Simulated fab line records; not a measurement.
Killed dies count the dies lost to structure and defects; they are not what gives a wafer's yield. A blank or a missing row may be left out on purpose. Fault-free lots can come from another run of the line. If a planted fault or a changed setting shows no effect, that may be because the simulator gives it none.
One fault through the eyes of 3 desks -- flow n5 finfet -- each desk holds nothing but its own numbers, with what lay behind them at the end

THE DEFECT DESK
Lot by lot, what the route's inspections counted, given as the mean of those sampled wafers with a number. Marked OUT: a lot whose mean sits more than 4 standard deviations from the usual mean, which makes it out of limits; the brackets give that distance.
Columns: A = raw defect count at N5_BEOL_M14_INSPECT_55, usual 65
lot,first seen here,A
L683,day 12 15:28,88
L684,day 13 08:52,57
L685,day 13 14:01,76
L687,day 14 00:47,70
L690,day 14 03:20,62
L688,day 14 17:35,82
L699,day 16 09:12,73
L697,day 17 00:09,77
L703,day 18 21:59,41
L704,day 19 00:14,53
Result from this desk: across the 10 lots, nothing is out of limits.

FROM THE METROLOGY DESK
What the gauges read, lot by lot, whatever tool the lot ran on: means of the sampled wafers that have a number. Marked OUT: a lot whose mean sits more than 4 standard deviations from the usual mean, which makes it out of limits; the brackets give that distance.
Columns: A = M15_ILD_THK at N5_BEOL_M15_THK_MEAS_01, usual 1638 nm; B = cd nm at N5_BEOL_M15_CD_MEAS_17, usual 361.6 nm
lot,first seen here,A,B
L683,day 12 15:44,1636,359.5
L684,day 13 09:09,1628,362.5
L685,day 13 14:18,1638,361.8
L687,day 14 01:05,1608,360.7
L690,day 14 03:44,1316 (-15) OUT,357.4
L688,day 14 17:52,970 (-30) OUT,355.6
L699,day 16 09:29,1628,362.0
L697,day 17 00:26,1650,362.8
L703,day 18 22:23,1634,361.9
L704,day 19 00:38,1640,362.7
This desk's finding: out of limits on L688, L690; first on L690, day 14 03:44 (M15_ILD_THK at N5_BEOL_M15_THK_MEAS_01). L683, L684, L685, L687, L699, L697, L703, L704 stayed within limits.

FOR THE TOOL OWNER'S DESK: pecvd-02
The tool's own readings at N5_BEOL_M15_ILD_DEP_00 (deposits SiO2 from TEOS/O2, target thk 1629.3 nm, time 346.1 s): means of the sampled wafers that have a number, for each lot that ran on this tool. Marked OUT: a lot whose mean sits more than 4 standard deviations from the usual mean, which makes it out of limits; the brackets give that distance.
Columns: A = heater power w at N5_BEOL_M15_ILD_DEP_00, usual 547 W; B = run length s at N5_BEOL_M15_ILD_DEP_00, usual 389.0 s; C = showerhead plenum p Torr at N5_BEOL_M15_ILD_DEP_00, usual 8.346 Torr; D = throttle valve pct at N5_BEOL_M15_ILD_DEP_00, usual 18.4 %
lot,first seen here,A,B,C,D
L683,day 12 15:29,595,389.0,8.325,17.7
L684,day 13 08:54,587,389.2,8.333,18.4
L690,day 14 03:35,598,317.2 (-99 or more) OUT,8.337,17.6
L688,day 14 17:37,558,245.6 (-99 or more) OUT,8.308,17.9
L703,day 18 22:02,580,389.0,8.346,18.0
L704,day 19 00:23,570,389.5,8.329,19.0
This desk's verdict: out of limits on L688, L690, starting with L690 at day 14 03:35 (run length s at N5_BEOL_M15_ILD_DEP_00). L683, L684, L703, L704 stayed within limits.

TAKEN TOGETHER
An alarm could have come from the tool owner's desk at day 14 03:35, on L688, L690.
An alarm was possible from the metrology desk at day 14 03:44, on L688, L690.
Nothing the defect desk looked at was out of limits.
The defect desk has L688, L690 on record, within its limits.
N5_BEOL_M15_ILD_DEP_00 was run on pecvd-02 by each of the lots named.

WHAT THE SIMULATOR HAD INSERTED
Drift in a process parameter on pecvd-02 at N5_BEOL_M15_ILD_DEP_00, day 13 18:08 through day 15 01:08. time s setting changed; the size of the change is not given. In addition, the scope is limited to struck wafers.
Shown lots that were struck: L688, L690.
Delay (hours) between the fault's onset and each desk's first out-of-limits reading: 9 at the tool owner's desk, 10 at the metrology desk.
